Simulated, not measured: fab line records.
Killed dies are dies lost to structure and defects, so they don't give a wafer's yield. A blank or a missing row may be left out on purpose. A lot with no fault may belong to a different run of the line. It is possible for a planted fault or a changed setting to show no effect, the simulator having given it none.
A lot that was struck, set against a sound lot | flow nand harc | 15 steps out of a route of 1302
Sound: the wafers L278.1, L278.4, L278.5. Struck: wafer L291.3 (left out: L291.2, a lot-mate that was not struck); the cause follows at the end.
For every step that has rows: the tool of each side, followed by ch and its chambers, followed by its first start. Under that, the readings that differ: sound wafers | struck wafers | difference of the means | sigmas: that difference in standard deviations of wafers without a fault.
alike: words and numbers the same on both sides, and readings whose means are apart by under 2 such deviations; not compared: readings that were withheld, readings missing a value for some wafer, numbers with overlapping values and no deviation given by the record, and bounds like >300 which may hide the same value.
A row with sigmas, a row that says differs or no value, or rows on one side alone: a step with any of these is where the two part. Numbers that don't overlap but have no deviation are shown without sigmas and don't part them. Lack of a reading on every wafer of one side parts them only where that side has two or more wafers.

NHARC_P_START_INSPECT_01:
  sound on defect inspect-01, day 1 20:02; struck on defect inspect-01, day 7 06:03
  alike: raw defect count
then, 10 steps without rows for these wafers: NHARC_P_ZERO_WELL_PRECLEAN_00 (cleans in SPM, time 600 s); NHARC_P_ZERO_WELL_SRD_01; NHARC_P_ZERO_WELL_PECVD_02 (deposits SiO2, target thk 10 nm); NHARC_P_ZERO_WELL_DEHYDRATE_03 (time 120 s); NHARC_P_ZERO_WELL_HMDS_04 (time 30 s); NHARC_P_ZERO_WELL_COAT_64 (time 65 s); NHARC_P_ZERO_WELL_COAT_05 (resist thk 600 nm); NHARC_P_ZERO_WELL_SOFTBAKE_06 (time 70 s); NHARC_P_ZERO_WELL_EBR_07; NHARC_P_ZERO_WELL_EXPOSE_08 (exposes mask P ZERO, target cd 500 nm).
NHARC_P_ZERO_WELL_PEB_09: peb time 80 s.
  sound on litho track-07 ch 0, day 1 21:09; struck on litho track-05 ch 0, day 7 07:02
  reading                  | sound             | struck | difference | sigmas
  heater power total W (W) | 189.2 190.5 190.0 | 239.9  | +50.0      | +65
  alike: chill plate temp C
then, 1 step without rows for these wafers: NHARC_P_ZERO_WELL_DEVELOP_10 (time 50 s).
NHARC_P_ZERO_WELL_CD_MEAS_11: the cd target is 500 nm.
  sound on cd sem-02 ch 0, day 1 21:15; struck on cd sem-01 ch 0, day 7 07:07
  reading    | sound             | struck | difference | sigmas
  cd nm (nm) | 498.1 497.0 499.0 | 478.4  | -19.6      | -9
then, 1 step without rows for these wafers: NHARC_P_ZERO_WELL_HARDBAKE_12 (time 65 s).

## WHERE THEY PART
Last at NHARC_P_ZERO_WELL_CD_MEAS_11 as far as this record goes, first at NHARC_P_ZERO_WELL_PEB_09.

WHY: whatever the simulator had introduced
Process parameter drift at NHARC_P_ZERO_WELL_PEB_09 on litho track-05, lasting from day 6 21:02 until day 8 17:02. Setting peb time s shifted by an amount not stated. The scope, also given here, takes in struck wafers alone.
